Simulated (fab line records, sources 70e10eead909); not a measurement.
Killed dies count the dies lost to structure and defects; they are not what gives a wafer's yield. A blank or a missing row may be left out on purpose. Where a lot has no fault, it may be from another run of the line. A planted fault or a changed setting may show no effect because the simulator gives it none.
2 desks, one fault | flow nandHarc | every desk sees just its own numbers, and what lay behind them comes last

TOOL OWNER'S DESK, krfScanner-03
The tool's own readings at NHARC_P_BONDPAD_EXPOSE_06 (exposes mask P BPAD): means of the sampled wafers that have a number, for each lot that ran on this tool. A lot is out of limits, marked OUT, if its mean lies more than 4 standard deviations from the usual mean; the brackets give that distance.
Columns: A = exposureDoseMJCm2 at NHARC_P_BONDPAD_EXPOSE_06, usual 37.05
lot  | first seen here | A
L641 | day 6 09:22     | 37.05
L649 | day 8 05:23     | 37.06
L652 | day 9 12:16     | 50.16 (+99 or more) OUT
This desk's finding: out of limits on L652; first on L652, day 9 12:16 (exposureDoseMJCm2 at NHARC_P_BONDPAD_EXPOSE_06). In limits: L641, L649.

METROLOGY DESK
What the gauges read for every lot (on any tool): the sampled wafers with a number, averaged. A lot is out of limits, marked OUT, if its mean lies more than 4 standard deviations from the usual mean; the brackets give that distance.
Columns: A = cdNm at NHARC_P_M2_CD_MEAS_09, usual 170.5 nm; B = cdNm at NHARC_P_BONDPAD_CD_MEAS_09, usual 499.6 nm
lot  | first seen here | A     | B
L641 | day 6 05:03     | 170.0 | 498.4
L643 | day 6 14:22     | 170.7 | 498.3
L644 | day 7 06:09     | 170.2 | 499.5
L646 | day 7 12:23     | 170.5 | 499.4
L647 | day 7 20:01     | 170.7 | 498.9
L649 | day 8 00:57     | 170.4 | 500.6
L652 | day 9 07:19     | 170.9 | 512.2 (+5.0) OUT
L655 | day 9 22:46     | 170.4 | 499.9
L656 | day 9 23:45     | 170.8 | 500.0
L658 | day 10 14:21    | 171.2 | 500.6
L664 | day 11 23:37    | 171.4 | 496.9
This desk's finding: out of limits on L652; first on L652, day 9 12:25 (cdNm at NHARC_P_BONDPAD_CD_MEAS_09). In limits: L641, L643, L644, L646, L647, L649, L655, L656, L658, L664.

PUT TOGETHER
At day 9 12:16, on L652, the tool owner's desk was in a position to raise an alarm.
On L652, the metrology desk was in a position to raise an alarm at day 9 12:25.
On krfScanner-03, each named lot ran NHARC_P_BONDPAD_EXPOSE_06.

WHAT HAD BEEN PUT IN BY THE SIMULATOR
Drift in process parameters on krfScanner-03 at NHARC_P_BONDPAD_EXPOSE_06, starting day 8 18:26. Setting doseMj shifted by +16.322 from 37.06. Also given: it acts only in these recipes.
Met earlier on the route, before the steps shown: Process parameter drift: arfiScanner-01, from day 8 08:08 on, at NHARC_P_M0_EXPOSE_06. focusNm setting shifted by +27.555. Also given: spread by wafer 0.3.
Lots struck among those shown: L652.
Delay (hours) between the fault's onset and each desk's first out-of-limits reading: 18 at the tool owner's desk, 18 at the metrology desk.
